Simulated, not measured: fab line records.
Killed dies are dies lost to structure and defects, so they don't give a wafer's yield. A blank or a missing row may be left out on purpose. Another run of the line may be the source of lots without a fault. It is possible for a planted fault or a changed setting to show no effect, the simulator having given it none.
Which of the tools did it?	flow n5-finfet	Sampling: 12 lots, 36 wafers, 2 of 1938 route steps

## WHAT THE GAUGES SHOWED, per wafer
N5_DUMMY_GATE_CD_MEAS_24: the cd target is 15 nm.
lot	measured	on	cd-nm (nm)
L075	day 3 05:59	cd-sem-01	15.6 15.7 15.1
L077	day 3 19:13	cd-sem-03	15.0 15.0 15.3
L079	day 4 11:28	cd-sem-02	14.4 14.8 14.2
L081	day 4 17:02	cd-sem-02	15.3 15.7 15.6
L083	day 5 03:45	cd-sem-01	15.1 14.7 14.5
L085	day 5 17:29	cd-sem-03	14.2 14.9 14.8
L087	day 6 09:32	cd-sem-02	15.1 15.8 15.2
L089	day 6 18:18	cd-sem-01	15.3 15.8 15.5
L091	day 7 05:02	cd-sem-01	14.8 15.1 15.6
L093	day 7 17:34	cd-sem-02	15.3 14.7 14.9
L095	day 8 07:47	cd-sem-01	14.5 15.2 14.2
L097	day 8 18:52	cd-sem-03	15.2 14.7 14.5

## WHAT TOOL EACH LOT RAN ON (gives the tool, then ch and the chambers of the sampled wafers, and finally the start)
lot	N5_DUMMY_GATE_ALD_02
L075	ald-sin-01 ch 1,3, day 2 20:34
L077	ald-sin-04 ch 1,2,3, day 3 09:48
L079	ald-sin-02 ch 0,1,3, day 3 21:28
L081	ald-sin-04 ch 0,3, day 4 07:37
L083	ald-sin-01 ch 0,2, day 4 18:23
L085	ald-sin-02 ch 0,2,3, day 5 07:57
L087	ald-sin-01 ch 0,3, day 6 00:02
L089	ald-sin-02 ch 0,2,3, day 6 08:43
L091	ald-sin-02 ch 1,2,3, day 6 19:20
L093	ald-sin-01 ch 0,1,2, day 7 06:36
L095	ald-sin-02 ch 2,3, day 7 20:19
L097	ald-sin-01 ch 0,2,3, day 8 06:38
- N5_DUMMY_GATE_ALD_02: deposits SiO2, target thk 2 nm, pulse time 1 s.

## THE ANSWER, worked out from the rows above alone
Rule: what is usual is taken from the lots themselves. Put in order of their means at a reading, lots are off if they are a third of the lots or fewer, leave a main group of 4 or more, and stand apart from it by a gap of 3 or more times the standard deviation of the main group's means; of several such gaps the widest counts. A main group whose means are all the same, to the digits that the tables above print for the reading, isn't used. A lot without any number at a reading at which 4 lots or more have one is off too. Any other lot the step has rows for is counted as sound.
Across all readings shown, no lot is off: no conclusion can be drawn from this.

## WHAT WAS PUT IN BY THE SIMULATOR
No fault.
